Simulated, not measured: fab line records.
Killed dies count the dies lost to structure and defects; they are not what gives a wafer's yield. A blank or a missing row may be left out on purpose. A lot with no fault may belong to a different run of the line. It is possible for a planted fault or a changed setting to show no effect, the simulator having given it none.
A lot that was struck, set against a sound lot | flow nandHarc | 22 steps out of a route of 1302
Sound: wafers L784.1, L784.2, L784.4. Struck: wafers L798.3, L798.5, L798.6. Last of all comes the cause.
Per side, at each step with rows, come the tool, then ch with its chambers, and then its first start. Under that, the readings that differ: sound wafers | struck wafers | difference of the means | sigmas: that difference in standard deviations of wafers without a fault.
alike: words and numbers the same on both sides, and readings whose means are apart by under 2 such deviations; not compared: readings that were withheld, readings missing a value for some wafer, numbers with overlapping values and no deviation given by the record, and bounds like >300 which may hide the same value.
A row with sigmas, a row that says differs or no value, or rows on one side alone: a step with any of these is where the two part. Numbers that have no deviation but don't overlap get no sigmas and don't part them. Lack of a reading on every wafer of one side parts them only where that side has two or more wafers.

NHARC_A_CONTACT_CMP_20: polishes, t overpolish 30 s, target thk 300 nm.
  sound on cmp-01 ch 0,1,2, day 22 00:52; struck on cmp-04 ch 0,1, day 27 20:55
  alike: motorCurrentA, overpolishRunS, timeToEndpointS
next, for these wafers, 1 step has no rows: NHARC_A_CONTACT_SRD_22.
NHARC_A_CONTACT_INSPECT_23:
  sound on defectInspect-01, day 22 01:14; struck on defectInspect-01, day 27 21:20
  alike: rawDefectCount
then, 8 steps without rows for these wafers: NHARC_A_BLC_DEHYDRATE_00 (time 120 s); NHARC_A_BLC_HMDS_01 (time 30 s); NHARC_A_BLC_COAT_02 (time 75 s); NHARC_A_BLC_COAT_03 (time 65 s); NHARC_A_BLC_COAT_04 (resist thk 90 nm); NHARC_A_BLC_SOFTBAKE_05 (time 55 s); NHARC_A_BLC_EBR_06; NHARC_A_BLC_EXPOSE_07 (exposes mask A BLC, target cd 100 nm).
NHARC_A_BLC_PEB_08: peb time 65 s.
  sound on lithoTrack-06 ch 0, day 22 01:33; struck on lithoTrack-06 ch 0, day 27 21:38
reading               | sound              | struck            | difference | sigmas
heaterPowerTotalW (W) | 157.0 155.9 156.9  | 152.2 152.1 152.2 | -4.4       | -11
plateTempC (C)        | 99.99 100.08 99.80 | 98.02 97.96 97.96 | -1.98      | -13
then, 1 step without rows for these wafers: NHARC_A_BLC_DEVELOP_09 (develop time 35 s).
NHARC_A_BLC_CD_MEAS_10 targets a cd of 100 nm.
  sound on cdSem-01 ch 0, day 22 01:38; struck on cdSem-03 ch 0, day 27 21:43
reading   | sound             | struck         | difference | sigmas
cdNm (nm) | 100.2 101.4 100.6 | 93.7 94.2 93.4 | -7.0       | -7
NHARC_A_BLC_OVL_MEAS_11:
  sound on overlay-01, day 22 01:43; struck on overlay-01, day 27 21:48
  alike: overlayXNm, overlayYNm
NHARC_A_BLC_INSPECT_12:
  sound on defectInspect-01, day 22 01:45; struck on defectInspect-01, day 27 21:50
  alike: rawDefectCount
NHARC_A_BLC_DESCUM_15: chemistry O2, time 3 s.
  sound on rieDiel-07 ch 0,1,3, day 22 01:49; struck on rieDiel-10 ch 2,3, day 27 21:55
reading               | sound             | struck            | difference | sigmas
model.A_BLC.cdNm (nm) | 99.53 102.1 99.92 | 94.91 95.89 93.29 | -5.82      | 
  alike: drypumpMotorCurrentA, oesProductAu, rfVppV, showerheadPlenumPTorr, throttleValvePct
  not compared: rfHoursCounterH
NHARC_A_BLC_ETCH_16: etches the open film in CF4, target depth 39 nm, time 65 s.
  sound on rieDiel-07 ch 0,1,3, day 22 01:54; struck on rieDiel-10 ch 1,2,3, day 27 22:00
  alike: drypumpMotorCurrentA, oesProductAu, rfVppV, showerheadPlenumPTorr, throttleValvePct
  not compared: rfHoursCounterH
NHARC_A_BLC_ETCH_17: etches the open film in N2/H2, target depth 390 nm, time 609.38 s.
  sound: rieDiel-07 ch 0,1,2; struck: rieDiel-10 ch 1,3
  alike: drypumpMotorCurrentA, oesProductAu, rfVppV, showerheadPlenumPTorr, throttleValvePct
  not compared: rfHoursCounterH
NHARC_A_BLC_ETCH_18: etches the open film in C4F8/O2/Ar, target depth 910 nm.
  sound on rieDiel-07 ch 0,1,2; struck on rieDiel-07 ch 0,2,3, day 27 22:43
reading               | sound             | struck            | difference | sigmas
oesProductAu (a.u.)   | 0.961 0.938 0.971 | 0.910 0.906 0.916 | -0.046     | -2
model.A_BLC.cdNm (nm) | 101.4 97.12 103   | 93.99 91.53 93.56 | -7.48      | 
  alike: rfVppV
  not compared: rfHoursCounterH
NHARC_A_BLC_CD_MEAS_19:
  sound on cdSem-01, day 22 02:47; struck on cdSem-01, day 27 22:59
reading   | sound            | struck         | difference | sigmas
cdNm (nm) | 101.2 97.2 103.1 | 93.9 91.6 93.6 | -7.5       | -3
NHARC_END_SORT_01:
  at this point the record logs the struck wafers (prober-01 ch 0, day 29 13:11) and has no rows for the sound ones

## WHERE THEY PART
Earliest at NHARC_A_BLC_PEB_08; latest, in this record, at NHARC_END_SORT_01.

WHY: what had been put in by the simulator
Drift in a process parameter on lithoTrack-06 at NHARC_A_BLC_PEB_08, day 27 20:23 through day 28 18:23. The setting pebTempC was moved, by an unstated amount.
